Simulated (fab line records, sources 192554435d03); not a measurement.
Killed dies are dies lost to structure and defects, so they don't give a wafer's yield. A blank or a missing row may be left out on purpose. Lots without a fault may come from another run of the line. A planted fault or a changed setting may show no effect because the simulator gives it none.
Which tool did it? | flow n5_finfet | 12 lots, 36 wafers sampled, at 1 step of a route of 1938

WHAT THE GAUGES READ, wafer by wafer
N5_MOL_CONTACT_COAG_CD_MEAS_08: target cd 28 nm.
lot  | measured     | on        | cd_nm (nm)
L074 | day 5 03:37  | cd_sem-03 | 27.84 27.67 27.89
L077 | day 5 17:17  | cd_sem-03 | 27.84 27.76 28.21
L079 | day 6 01:46  | cd_sem-02 | 28.30 28.07 27.77
L081 | day 6 11:34  | cd_sem-03 | 27.57 27.70 27.79
L083 | day 7 07:09  | cd_sem-01 | 28.46 28.07 28.48
L085 | day 7 21:58  | cd_sem-01 | 28.07 27.99 27.79
L087 | day 8 03:25  | cd_sem-03 | 27.82 28.04 27.50
L089 | day 8 13:52  | cd_sem-02 | 27.72 27.44 28.35
L091 | day 8 23:04  | cd_sem-02 | 28.52 28.52 28.39
L093 | day 9 14:09  | cd_sem-01 | 28.39 28.11 27.77
L095 | day 10 00:12 | cd_sem-01 | 27.82 28.01 27.67
L097 | day 10 13:14 | cd_sem-01 | 28.37 28.37 28.37

WHICH TOOL RAN EACH LOT (tool, then ch and the chambers of the sampled wafers, then the start)
The record holds no process step before these readings.

THE ANSWER, worked out from the rows above alone
Rule: what is usual is taken from the lots themselves. Put in order of their means at a reading, lots are off if they are a third of the lots or fewer, leave a main group of 4 or more, and stand apart from it by a gap of 3 or more times the standard deviation of the main group's means; of several such gaps the widest counts. A main group whose means are all the same, to the digits that the tables above print for the reading, isn't used. A lot without any number at a reading at which 4 lots or more have one is off too. The other lots that the step has rows for count as sound.
No lot is off at any reading shown: from this, nothing can be told.

WHAT THE SIMULATOR HAD PUT IN
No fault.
